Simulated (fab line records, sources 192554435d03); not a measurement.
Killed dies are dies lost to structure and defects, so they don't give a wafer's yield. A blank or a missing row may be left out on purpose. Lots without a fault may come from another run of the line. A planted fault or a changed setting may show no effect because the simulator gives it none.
Chamber matching | flow n5_finfet | N5_HKMG_FIN_CVD_62 on thermal_cvd_si-02: 3 sister chambers
The step deposits a-Si from Si2H6, target thk 3 nm, time 20.8 s. 6 wafers are shown with their chamber, then 7 later ones without.

WAFERS WITH THEIR CHAMBER
wafer  | chamber | heater_power_w (W)
L887.2 | 2       | 1328
L893.4 | 1       | 1426
L895.3 | 1       | 1464
L895.4 | 0       | 1452
L897.1 | 0       | 1451
L897.3 | 2       | 1376

WAFERS WITHOUT THEIR CHAMBER
wafer  | heater_power_w (W)
L897.4 | 1501
L903.2 | 1426
L903.4 | 1443
L903.6 | 1368
L905.1 | 1428
L905.2 | 1332
L905.4 | 1370

WHICH CHAMBER EACH WENT THROUGH
wafer  | from the rows above     | in truth
L897.4 | can't be placed: 0 or 1 | 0
L903.2 | can't be placed: 1 or 0 | 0
L903.4 | can't be placed: 1 or 0 | 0
L903.6 | 2                       | 2
L905.1 | can't be placed: 1 or 0 | 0
L905.2 | 2                       | 2
L905.4 | 2                       | 2
Placed correctly: 3 of 7. Can't be placed from these rows: 4 (the true chamber is among the candidates in 4). Placed wrongly: 0.
How it was worked out, from the rows above alone: a wafer's distance from a chamber is the root of the sum, over the readings, of the square of ((its reading less the chamber's mean) divided by the reading's scatter). The wafer belongs to the nearest chamber; if the next one is less than 2 further off, it can't be placed. A chamber's mean is the mean of its shown wafers. The scatter: the root of (the sum of the squares of (reading less its chamber's mean) over the shown wafers, divided by (wafers less chambers)).
